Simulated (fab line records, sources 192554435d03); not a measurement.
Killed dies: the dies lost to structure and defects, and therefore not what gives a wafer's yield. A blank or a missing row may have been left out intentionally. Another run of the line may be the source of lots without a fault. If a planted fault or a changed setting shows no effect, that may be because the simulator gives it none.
fab line records	flow n5-finfet
record lots=7	wafers=21	last-day=19
route steps=1938 shown BEOL_M14@1767 BEOL_M15@1773 PASSIVATION@1936
lots that met no fault: taken from a fault-free run of the same line
start-h: hours from the record's opening day to when the first of the lot's shown wafers began	wait-h: time in hours since the lot's previous step	" unchanged from the row above	L1.1+2: a single row standing in for several wafers	- no value, or no start was given	* or withheld: withheld	< > ~ a bound
route shown NAME@n: a module of which the file shows steps, and the number in the route of the first	usual: mean/standard deviation of fault-free wafers	same: alike in all rows	chamber/n: place in a boat	sites: each site's reading	_std_site: how widely they spread, as a standard deviation	_edge_site: the outer-site mean with the inner-site mean subtracted	radius-mm: how far each site lies from the wafer's centre	mask NAME#n: copy n	behind: the tool/chamber that last shaped the wafer	hold: cause of the lot's hold/its duration in hours/its outcome	device: which transistor (n, p or np) failed to switch	end of line: the route-end tests of the same wafers	for a step that has no rows: nothing shown but its recipe	killed: count of dies lost to structure and defects at first sort (not the wafer's yield)	map: the dies of a wafer, with x for killed, . for not killed, _ for no die there
set.NAME: the run value of the setting; set.NAME@STEP: its run value at that earlier step	model.NAME: the simulator's own value behind a step, which no gauge read
a table for each step, a row for each wafer; lots at some steps of the route
services: from which hour (start-h, from the record's first day; less than 0 if before it) a tool's chamber was out of use, for how many hours, and why
## steps
# step N5_BEOL_M14_CMP_49
# recipe stop-on=SiO2	t-overpolish-s=5.2	down-force-psi=2	platen-rpm=80	clearing-platen-down-force-psi=2	clearing-platen-rpm=80	post-cmp-clean=cu-alkaline	target-thk-nm=560	clearing-platen-pad-velocity-m-s=1.5917	pad-velocity-m-s=1.5917
# usual barrier-field-endpoint-s=11.4/0.35	clearing-platen-down-force-psi=2.001/0.0041	motor-current-A=7.8/0.77	overpolish-run-s=5.200/0.0091	time-to-endpoint-s=122/6.3
lot.wafer	tool	chamber	start-h	wait-h	barrier-field-endpoint-s	clearing-platen-down-force-psi	motor-current-A	overpolish-run-s	time-to-endpoint-s
L902.4	cmp-01	0	284.08	0.2	11.6	2.004	8.4	5.202	123
L902.1	"	1	"	"	11.7	2.002	7.0	5.210	126
L902.3	"	2	"	"	11.5	2.000	8.7	5.184	122
L911.2	cmp-02	3	330.77	0.2	11.4	2.008	7.8	5.191	123
L911.3	"	0	"	"	11.9	1.996	7.6	5.193	127
L911.5	"	0	"	"	11.7	2.006	7.9	5.212	126
L912.2	cmp-01	2	355.24	0.5	11.8	2.003	8.6	5.204	128
L912.3	"	0	"	"	12.1	2.000	8.6	5.213	129
L912.5	"	2	"	"	11.6	2.006	8.6	5.200	126
L920.2	cmp-03	1	389.64	0.2	11.2	1.996	9.2	5.194	120
L920.4	"	3	"	"	11.1	1.998	7.7	5.201	120
L920.3	"	0	"	"	10.8	2.003	7.5	5.187	109
L919.1	cmp-01	1	396.76	0.3	11.6	2.002	7.4	5.189	123
L919.3	"	3	"	"	10.9	1.997	7.6	5.209	109
L919.5	"	0	"	"	11.1	2.005	8.2	5.215	116
L921.4	cmp-03	0	407.66	0.2	10.7	1.998	7.6	5.207	108
L921.1	"	3	"	"	11.6	1.993	7.3	5.204	124
L921.6	"	0	"	"	10.7	1.999	7.9	5.210	108
L924.2	cmp-02	3	426.03	0.2	11.6	2.008	8.0	5.192	124
L924.1	"	2	"	"	12.6	1.998	6.0	5.174	135
L924.6	"	0	"	"	12.0	2.001	7.6	5.190	131
# step N5_BEOL_M14_THK_MEAS_50
# recipe thk-meas-gauge=xrf	reads=Cu_of_BEOL_M14_ECD_47
# usual M14_THK=562/18
lot.wafer	tool	chamber	start-h	wait-h	M14_THK[nm]
L902.1	film-metro-02	-	284.34	-	573
L902.3	"	-	"	"	572
L902.4	"	-	"	"	545
L911.2	film-metro-02	-	331.07	-	556
L911.3	"	-	"	"	581
L911.5	"	-	"	"	580
L912.2	film-metro-02	-	355.50	-	561
L912.3	"	-	"	"	555
L912.5	"	-	"	"	584
L920.2	film-metro-01	-	389.93	-	556
L920.3	"	-	"	"	560
L920.4	"	-	"	"	590
L919.1	film-metro-01	-	397.02	-	553
L919.3	"	-	"	"	547
L919.5	"	-	"	"	556
L921.1	film-metro-02	-	407.96	-	540
L921.4	"	-	"	"	539
L921.6	"	-	"	"	595
L924.1	film-metro-02	-	426.32	-	568
L924.2	"	-	"	"	572
L924.6	"	-	"	"	570
# step N5_BEOL_M14_PRE_CLEAN_52
# recipe gas=NH3	time-s=15	temp-c=withheld	rf-power-w=300
# step N5_BEOL_M14_DEP_53
# recipe material=SiCN	target-thk-a=500	temp-c=withheld	precursor=3MS/NH3	pressure-torr=3	rf-w=675	time-s=17.8
# usual showerhead-plenum-p-Torr=4.153/0.023	throttle-valve-pct=18.2/1.1
lot.wafer	tool	chamber	start-h	wait-h	showerhead-plenum-p-Torr	throttle-valve-pct
L902.1	pecvd-01	2	284.40	0.0	4.099	17.5
L902.3	"	1	"	"	4.170	19.8
L902.4	"	1	"	"	4.174	19.9
L911.2	pecvd-01	0	331.13	0.0	4.135	18.3
L911.3	"	2	"	"	4.098	17.5
L911.5	"	1	"	"	4.171	19.9
L912.2	pecvd-04	2	355.56	0.0	4.176	17.0
L912.3	"	0	"	"	4.158	19.7
L912.5	"	1	"	"	4.160	19.9
L920.2	pecvd-04	0	389.99	0.0	4.160	19.7
L920.3	"	1	"	"	4.164	19.9
L920.4	"	1	"	"	4.158	19.8
L919.1	pecvd-01	2	397.08	0.0	4.109	17.6
L919.3	"	0	"	"	4.138	18.4
L919.5	"	0	"	"	4.142	18.3
L921.1	pecvd-04	1	408.02	0.0	4.164	19.8
L921.4	"	0	"	"	4.155	19.5
L921.6	"	2	"	"	4.171	17.2
L924.1	pecvd-01	1	426.39	0.0	4.164	19.7
L924.2	"	2	"	"	4.095	17.8
L924.6	"	1	"	"	4.151	19.6
# step N5_BEOL_M14_RS_MEAS_54
# recipe thk-meas-gauge=four-point-probe	reads=Cu_of_BEOL_M14_ECD_47+Ta_of_BEOL_M14_SPUTTER_44+TaN_of_BEOL_M14_SPUTTER_43
# usual M14_RS=0.0334/0.0011
lot.wafer	tool	chamber	start-h	wait-h	M14_RS[ohm/sq]
L902.1	film-metro-01	-	284.46	0.0	0.0325
L902.3	"	-	"	"	0.0327
L902.4	"	-	"	"	0.0344
L911.2	film-metro-01	-	331.20	0.1	0.0339
L911.3	"	-	"	"	0.0326
L911.5	"	-	"	"	0.0327
L912.2	film-metro-01	-	355.63	0.1	0.0336
L912.3	"	-	"	"	0.0340
L912.5	"	-	"	"	0.0321
L920.2	film-metro-02	-	390.06	0.1	0.0341
L920.3	"	-	"	"	0.0339
L920.4	"	-	"	"	0.0320
L919.1	film-metro-01	-	397.15	0.0	0.0338
L919.3	"	-	"	"	0.0341
L919.5	"	-	"	"	0.0337
L921.1	film-metro-02	-	408.09	0.0	0.0345
L921.4	"	-	"	"	0.0345
L921.6	"	-	"	"	0.0312
L924.1	film-metro-02	-	426.45	0.0	0.0324
L924.2	"	-	"	"	0.0324
L924.6	"	-	"	"	0.0326
# step N5_BEOL_M14_INSPECT_55
# recipe inspect-instrument=darkfield	mode=post-dep
# usual raw-defect-count=73/23
lot.wafer	tool	chamber	start-h	wait-h	raw-defect-count
L902.1	defect-inspect-01	-	284.49	0.0	95
L902.3	"	-	"	"	98
L902.4	"	-	"	"	104
L911.2	defect-inspect-01	-	331.22	0.0	104
L911.3	"	-	"	"	84
L911.5	"	-	"	"	95
L912.2	defect-inspect-01	-	355.65	0.0	90
L912.3	"	-	"	"	95
L912.5	"	-	"	"	85
L920.2	defect-inspect-02	-	390.09	0.0	64
L920.3	"	-	"	"	72
L920.4	"	-	"	"	54
L919.1	defect-inspect-02	-	397.17	0.0	53
L919.3	"	-	"	"	93
L919.5	"	-	"	"	40
L921.1	defect-inspect-01	-	408.11	0.0	86
L921.4	"	-	"	"	40
L921.6	"	-	"	"	56
L924.1	defect-inspect-02	-	426.48	0.0	49
L924.2	"	-	"	"	63
L924.6	"	-	"	"	100
# step N5_BEOL_M15_ILD_DEP_00
# recipe material=SiO2	target-thk-a=16293	temp-c=400	precursor=TEOS/O2	pressure-torr=6.5	rf-w=900	teos-flow-sccm=161.4	gas=O2	flow-sccm=2650	time-s=346.1
# usual heater-power-outer-w=286/82	heater-power-w=523/110	showerhead-plenum-p-Torr=8.34/0.048	throttle-valve-pct=19.1/0.95
lot.wafer	tool	chamber	start-h	wait-h	heater-power-outer-w	heater-power-w	showerhead-plenum-p-Torr	throttle-valve-pct
L902.1	pecvd-02	1	284.53	0.0	406	682	8.38	18.4
L902.3	"	2	"	"	275	497	8.40	18.6
L902.4	"	0	"	"	172	451	8.37	17.9
L911.2	pecvd-04	0	331.26	0.0	332	595	8.35	20.1
L911.3	"	2	"	"	272	499	8.37	17.6
L911.5	"	2	"	"	172	397	8.36	17.9
L912.2	pecvd-04	2	355.69	0.0	177	387	8.37	17.5
L912.3	"	0	"	"	384	661	8.34	20.1
L912.5	"	0	"	"	262	516	8.34	19.9
L920.2	pecvd-01	2	390.12	0.0	327	550	8.25	18.5
L920.3	"	0	"	"	307	542	8.31	19.2
L920.4	"	1	"	"	148	316	8.34	20.7
L919.1	pecvd-02	0	397.21	0.0	264	570	8.37	18.1
L919.3	"	0	"	"	177	450	8.40	17.9
L919.5	"	2	"	"	269	483	8.42	18.7
L921.1	pecvd-04	0	408.15	0.0	366	630	8.34	20.2
L921.4	"	2	"	"	264	521	8.37	17.9
L921.6	"	1	"	"	179	369	8.36	20.2
L924.1	pecvd-04	1	426.52	0.0	228	426	8.36	20.4
L924.2	"	0	"	"	326	572	8.35	20.3
L924.6	"	2	"	"	172	396	8.35	17.8
# step N5_BEOL_M15_THK_MEAS_01
# recipe reads=SiO2_of_BEOL_M15_ILD_DEP_00
# usual M15_ILD_THK=1633/22
lot.wafer	tool	chamber	start-h	wait-h	M15_ILD_THK[nm]
L902.1	film-metro-02	-	284.78	0.1	1616
L902.3	"	-	"	"	1581
L902.4	"	-	"	"	1615
L911.2	film-metro-02	-	331.51	0.1	1617
L911.3	"	-	"	"	1594
L911.5	"	-	"	"	1614
L912.2	film-metro-01	-	355.94	0.1	1632
L912.3	"	-	"	"	1632
L912.5	"	-	"	"	1671
L920.2	film-metro-02	-	390.37	0.1	1636
L920.3	"	-	"	"	1628
L920.4	"	-	"	"	1677
L919.1	film-metro-02	-	397.57	0.2	1610
L919.3	"	-	"	"	1633
L919.5	"	-	"	"	1633
L921.1	film-metro-02	-	408.40	0.1	1608
L921.4	"	-	"	"	1613
L921.6	"	-	"	"	1621
L924.1	film-metro-02	-	426.76	0.1	1629
L924.2	"	-	"	"	1609
L924.6	"	-	"	"	1608
# step N5_BEOL_M15_COAT_58
# recipe resist=BARC	temp-c=205	time-s=60	spin-rpm=1500	resist-thk-nm=89
# step N5_BEOL_M15_COAT_04
# recipe spin-rpm=1704	resist-thk-nm=800
# step N5_BEOL_M15_EBR_06
# recipe solvent=PGMEA	ebr-width-mm=1.5
# step N5_BEOL_M15_SOFTBAKE_05
# recipe temp-c=130	time-s=60
# step N5_BEOL_M15_EXPOSE_07
# recipe mask-id=V14	na=0.8	source-shape=annular	sigma-inner=0.5	sigma-outer=0.8	polarization=unpolarized	attpsm-phase-deg=180	dose-mj=41.25
# usual exposure-dose-mJ-cm2=41.21/0.04
# same sigma-inner=0.5
lot.wafer	tool	chamber	start-h	wait-h	mask	exposure-dose-mJ-cm2
L902.1	krf-scanner-02	0	284.91	-	V14#0	41.19
L902.3	"	0	"	"	V14#0	41.18
L902.4	"	0	"	"	V14#0	41.20
L911.2	krf-scanner-01	0	331.65	-	V14#0	41.27
L911.3	"	0	"	"	V14#0	41.25
L911.5	"	0	"	"	V14#0	41.23
L912.2	krf-scanner-01	0	356.08	-	V14#0	41.19
L912.3	"	0	"	"	V14#0	41.19
L912.5	"	0	"	"	V14#0	41.27
L920.2	krf-scanner-02	0	390.64	-	V14#0	36.57
L920.3	"	0	"	"	V14#0	36.64
L920.4	"	0	"	"	V14#0	36.65
L919.1	krf-scanner-02	0	397.70	-	V14#0	37.50
L919.3	"	0	"	"	V14#0	37.59
L919.5	"	0	"	"	V14#0	37.54
L921.1	krf-scanner-02	0	408.53	-	V14#0	38.83
L921.4	"	0	"	"	V14#0	38.83
L921.6	"	0	"	"	V14#0	38.91
L924.1	krf-scanner-01	0	427.02	-	V14#0	41.15
L924.2	"	0	"	"	V14#0	41.17
L924.6	"	0	"	"	V14#0	41.25
# step N5_BEOL_M15_PEB_08
# recipe peb-temp-c=130	peb-time-s=90
# step N5_BEOL_M15_DEVELOP_09
# recipe develop-time-s=45	rinse-liquid=diw	dry=air-spin	dev-temp-c=21
# step N5_BEOL_M15_HARDBAKE_14
# recipe temp-c=130	time-s=120
# step N5_BEOL_M15_CD_MEAS_10
# recipe target-cd-nm=360	landing-energy-ev=500	detector=se-inlens	polarity=opening
# usual cd-nm=359.1/2.3
lot.wafer	tool	chamber	start-h	wait-h	cd-nm
L902.1	cd-sem-01	0	285.08	-	357.0
L902.3	"	0	"	"	357.5
L902.4	"	0	"	"	356.9
L911.2	cd-sem-02	0	331.81	-	355.1
L911.3	"	0	"	"	356.6
L911.5	"	0	"	"	359.8
L912.2	cd-sem-01	0	356.24	-	359.8
L912.3	"	0	"	"	364.1
L912.5	"	0	"	"	364.1
L920.2	cd-sem-02	0	390.80	-	340.2
L920.3	"	0	"	"	343.9
L920.4	"	0	"	"	338.3
L919.1	cd-sem-02	0	397.87	-	347.3
L919.3	"	0	"	"	342.2
L919.5	"	0	"	"	344.0
L921.1	cd-sem-02	0	408.70	-	350.5
L921.4	"	0	"	"	350.9
L921.6	"	0	"	"	351.2
L924.1	cd-sem-02	0	427.20	-	358.3
L924.2	"	0	"	"	358.2
L924.6	"	0	"	"	356.0
# step N5_BEOL_M15_OVL_MEAS_11
# recipe points-per-wafer=44
# usual V14_OVL=-2/4.5
lot.wafer	tool	chamber	start-h	wait-h	V14_OVL[nm]
L902.1	overlay-02	0	285.13	0.0	1
L902.3	"	0	"	"	5
L902.4	"	0	"	"	-16
L911.2	overlay-02	0	331.84	0.0	1
L911.3	"	0	"	"	4
L911.5	"	0	"	"	-4
L912.2	overlay-02	0	356.27	0.0	8
L912.3	"	0	"	"	2
L912.5	"	0	"	"	-1
L920.2	overlay-02	0	390.86	0.1	-6
L920.3	"	0	"	"	2
L920.4	"	0	"	"	-3
L919.1	overlay-02	0	397.90	0.0	-4
L919.3	"	0	"	"	-4
L919.5	"	0	"	"	3
L921.1	overlay-02	0	408.73	0.0	-8
L921.4	"	0	"	"	-3
L921.6	"	0	"	"	-9
L924.1	overlay-01	0	427.23	0.0	-5
L924.2	"	0	"	"	5
L924.6	"	0	"	"	1
# step N5_PASSIVATION_PROBE_49
# usual defect-limited-yield=91.3/1.4	killed_at_M0_to_M3=36/10	killed_at_M4_up=13/5.4	killed-at-contacts=12/5.3	killed-at-front-end=39/10	killed-at-other=3.2/2.7	killed-dies=103/16	killed-open=68/13	killed-short=33/6.6	sort_bin_5_function=5.1/0.92	sort_bin_6_memory=3.3/0.68	sort_bin_8_speed=0.1/0.41	sort-n-pass=1077/17
# same gross-dies=1180	killed-at-back-side=0	sort_bin_4_leakage[%]=0
lot.wafer	tool	chamber	start-h	wait-h	defect-limited-yield[%]	killed_at_M0_to_M3	killed_at_M4_up	killed-at-contacts	killed-at-front-end	killed-at-other	killed-dies	killed-open	killed-short	sort_bin_5_function[%]	sort_bin_6_memory[%]	sort_bin_8_speed[%]	sort-n-pass
L902.1	prober-02	-	307.74	0.0	92.1	26	22	11	28	6	93	67	26	4.5	3.2	0	1087
L902.3	prober-02	-	307.84	0.1	91.9	23	9	14	45	5	96	63	32	4.4	3.6	0	1084
L902.4	prober-02	-	307.89	0.2	90.4	32	22	11	45	3	113	81	32	5.5	3.6	0	1067
L911.2	prober-01	-	351.64	0.1	90.9	30	15	17	43	2	107	68	37	6.1	2.6	0	1073
L911.3	prober-01	-	351.69	0.1	92.1	29	19	9	30	6	93	57	33	3.8	3.6	0	1087
L911.5	prober-01	-	351.79	0.2	91.5	37	15	22	25	1	100	66	32	5.1	3.3	0	1080
L920.3	prober-02	-	412.24	0.1	90.8	57	9	10	30	3	109	66	35	5.3	2.6	0	1071
L920.4	prober-02	-	412.29	0.2	89.6	38	4	22	56	3	123	72	36	5.5	3.6	0	1057
L919.1	prober-01	-	416.95	0.0	88.6	43	24	13	51	4	135	93	41	5.9	5.3	0	1045
L919.3	prober-01	-	417.05	0.1	89.7	56	8	14	42	1	121	86	32	4.9	4.8	0	1059
L919.5	prober-01	-	417.15	0.2	91.4	46	5	11	34	6	102	70	28	4.1	4.2	0	1078
L921.1	prober-01	-	429.92	0.0	91.8	33	16	9	34	5	97	63	32	4.6	3.3	0	1083
L921.4	prober-01	-	430.07	0.2	89.7	39	22	12	46	2	121	80	36	6.4	3.4	0	1059
L921.6	prober-01	-	430.17	0.3	90.7	43	12	2	51	2	110	59	36	5.3	2.5	0	1070
# killed by level:class
L902.1 BEOL_M4:geometric-particle:open=11 MOL_CONTACT_COAG:geometric-particle:open=9 BEOL_M0_SAQP:geometric-particle:open=8 DUMMY_GATE:geometric-particle:open=6 PASS1_CAP:geometric-particle:short=4 BEOL_M2:geometric-particle:open=4 BEOL_M3:geometric-particle:open=4 STARTING-WAFER:geometric-particle:open=4
L902.3 MOL_CONTACT_COAG:geometric-particle:open=12 STI_FIN_REVEAL:geometric-particle:open=11 FIN_SAQP:geometric-particle:short=7 BEOL_M0_SAQP:geometric-particle:short=6 BEOL_M0_SAQP:geometric-particle:open=6 BEOL_M1:geometric-particle:open=6 ILD0:geometric-particle:open=5 GATE_CUT:geometric-particle:open=4
L902.4 STI_FIN_REVEAL:geometric-particle:open=11 BEOL_M0_SAQP:geometric-particle:short=10 DUMMY_GATE:geometric-particle:open=9 MOL_CONTACT_COAG:geometric-particle:open=9 BEOL_M4:geometric-particle:open=9 FIN_SAQP:geometric-particle:open=6 BEOL_M1:geometric-particle:open=6 BEOL_M0_SAQP:geometric-particle:open=6
L911.2 MOL_CONTACT_COAG:geometric-particle:open=11 FIN_SAQP:geometric-particle:short=9 FIN_SAQP:geometric-particle:open=9 BEOL_M2:geometric-particle:open=9 STI_FIN_REVEAL:geometric-particle:open=6 MOL_CONTACT_COAG:geometric-particle:short=6 BEOL_M0:geometric-particle:open=5 BEOL_M0_SAQP:geometric-particle:open=5
L911.3 MOL_CONTACT_COAG:geometric-particle:open=8 BEOL_M2:geometric-particle:open=8 FIN_SAQP:geometric-particle:short=6 BEOL_M0_SAQP:geometric-particle:short=6 BEOL_M4:geometric-particle:open=5 FIN_SAQP:geometric-particle:open=4 STI_FIN_REVEAL:geometric-particle:open=4 BEOL_M0_SAQP:geometric-particle:open=4
L911.5 MOL_CONTACT_COAG:geometric-particle:open=18 BEOL_M0_SAQP:geometric-particle:short=9 BEOL_M0:geometric-particle:open=7 BEOL_M2:geometric-particle:open=7 DUMMY_GATE:geometric-particle:open=6 BEOL_M0_SAQP:geometric-particle:open=6 BEOL_M4:geometric-particle:open=6 FIN_SAQP:geometric-particle:open=5
L920.3 BEOL_M2:geometric-particle:open=18 BEOL_M3:geometric-particle:open=12 BEOL_M0_SAQP:geometric-particle:short=9 MOL_CONTACT_COAG:geometric-particle:open=8 BEOL_M0_SAQP:geometric-particle:open=6 HKMG_FIN:area-etch=6 STI_FIN_REVEAL:geometric-particle:open=5 BEOL_M1:geometric-particle:open=4
L920.4 MOL_CONTACT_COAG:geometric-particle:open=19 BEOL_M0_SAQP:geometric-particle:short=13 HKMG_FIN:area-etch=13 DUMMY_GATE:geometric-particle:open=11 FIN_SAQP:geometric-particle:open=8 STI_FIN_REVEAL:geometric-particle:open=7 BEOL_M0_SAQP:geometric-particle:open=6 BEOL_M3:geometric-particle:open=6
L919.1 FIN_SAQP:geometric-particle:open=15 BEOL_M3:geometric-particle:open=15 STI_FIN_REVEAL:geometric-particle:open=10 MOL_CONTACT_COAG:geometric-particle:open=10 BEOL_M4:geometric-particle:open=10 FIN_SAQP:geometric-particle:short=9 GATE_CUT:geometric-particle:short=5 BEOL_M0_SAQP:geometric-particle:open=5
L919.3 BEOL_M3:geometric-particle:open=17 BEOL_M1:geometric-particle:open=11 BEOL_M2:geometric-particle:open=10 FIN_SAQP:geometric-particle:short=9 MOL_CONTACT_COAG:geometric-particle:open=9 GATE_CUT:geometric-particle:open=7 FIN_SAQP:geometric-particle:open=5 GATE_CUT:geometric-particle:short=5
L919.5 BEOL_M3:geometric-particle:open=18 BEOL_M2:geometric-particle:open=9 MOL_CONTACT_COAG:geometric-particle:open=8 FIN_SAQP:geometric-particle:open=6 BEOL_M3:geometric-particle:short=6 STARTING-WAFER:geometric-particle:open=5 BEOL_M0_SAQP:geometric-particle:open=5 GATE_CUT:geometric-particle:short=4
L921.1 BEOL_M2:geometric-particle:open=10 BEOL_M4:geometric-particle:open=10 MOL_CONTACT_COAG:geometric-particle:open=8 BEOL_M0_SAQP:geometric-particle:short=8 FIN_SAQP:geometric-particle:open=7 FIN_SAQP:geometric-particle:short=6 STI_FIN_REVEAL:geometric-particle:open=6 STARTING-WAFER:geometric-particle:short=6
L921.4 BEOL_M4:geometric-particle:open=14 BEOL_M0_SAQP:geometric-particle:open=11 MOL_CONTACT_COAG:geometric-particle:open=10 BEOL_M0_SAQP:geometric-particle:short=8 STI_FIN_REVEAL:geometric-particle:open=7 BEOL_M1:geometric-particle:open=7 GATE_CUT:geometric-particle:short=5 FIN_SAQP:geometric-particle:open=4
L921.6 HKMG_FIN:area-etch=13 BEOL_M0_SAQP:geometric-particle:open=12 FIN_SAQP:geometric-particle:open=10 BEOL_M0_SAQP:geometric-particle:short=10 GATE_CUT:geometric-particle:short=7 STI_FIN_REVEAL:geometric-particle:open=7 BEOL_M2:geometric-particle:open=7 BEOL_M3:geometric-particle:open=6
## services
tool	chamber	start-h	hours	kind
cmp-02	-	273.64	5.6	pm
krf-scanner-01	-	275.03	0.8	pm
cmp-03	-	275.77	1.4	repair
krf-scanner-02	-	279.33	0.8	pm
cmp-01	-	289.56	1.3	repair
cmp-03	-	289.77	4.0	pm
cmp-02	-	297.00	8.2	pm
pecvd-02	-	298.47	2.8	pm
cmp-03	-	300.11	0.2	repair
krf-scanner-01	-	326.26	1.0	pm
cmp-03	-	336.12	6.8	pm
krf-scanner-01	-	347.07	0.5	repair
krf-scanner-02	-	349.82	1.0	pm
pecvd-01	-	353.41	6.0	pm
krf-scanner-01	-	362.56	4.1	repair
cmp-02	-	374.37	0.7	repair
cmp-01	-	376.79	3.4	pm
cmp-01	-	384.29	1.3	repair
krf-scanner-02	-	387.84	1.2	repair
krf-scanner-02	-	398.68	0.2	repair
krf-scanner-02	-	399.07	1.3	pm
cmp-01	-	405.67	4.0	pm
krf-scanner-01	-	413.39	1.3	pm
cmp-01	-	416.35	2.9	repair
## key
first-sign step=N5_BEOL_M15_EXPOSE_07	reading=exposure-dose-mJ-cm2	direction=down	sigmas=88	usual=41.21	struck=37.67
effect step=N5_BEOL_M15_CD_MEAS_10	reading=cd-nm	direction=down	sigmas=5.9	usual=359.1	struck=345.4	through=control-loop
met-at N5_BEOL_M15_EXPOSE_07
struck-wafers L919.1,L919.3,L919.5,L920.2,L920.3,L920.4,L921.1,L921.4,L921.6
loop-trim step=N5_BEOL_M15_EXPOSE_07	setting=dose	lots=L919,L921
baseline-loss step=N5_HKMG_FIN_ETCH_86	wafers=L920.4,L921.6
onset-between 284.91 390.64
earlier-fault kind=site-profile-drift	tool=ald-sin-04	chamber=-	onset-h=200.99	steps=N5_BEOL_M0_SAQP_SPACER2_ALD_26	basis=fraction	max-abs-drift=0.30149	slope-share-per-hr=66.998	site-pattern=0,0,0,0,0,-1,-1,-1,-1
earlier-fault kind=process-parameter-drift	tool=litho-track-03	chamber=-	onset-h=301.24	steps=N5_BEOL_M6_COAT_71	channel=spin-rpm	offset=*	shape=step	acts-in=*	stated=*
fault kind=process-parameter-drift	tool=krf-scanner-02	chamber=-	onset-h=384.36	steps=N5_BEOL_M15_EXPOSE_07	channel=dose-mj	offset=-4.5731	shape=step	acts-in=these-recipes-only	stated=41.25
# loop-trim: a control loop set the setting to another value than it would have without faults
# baseline-loss: these wafers lose ten dies or more at that step, a loss of the line's own and not of a fault; the sort's usual values leave them out
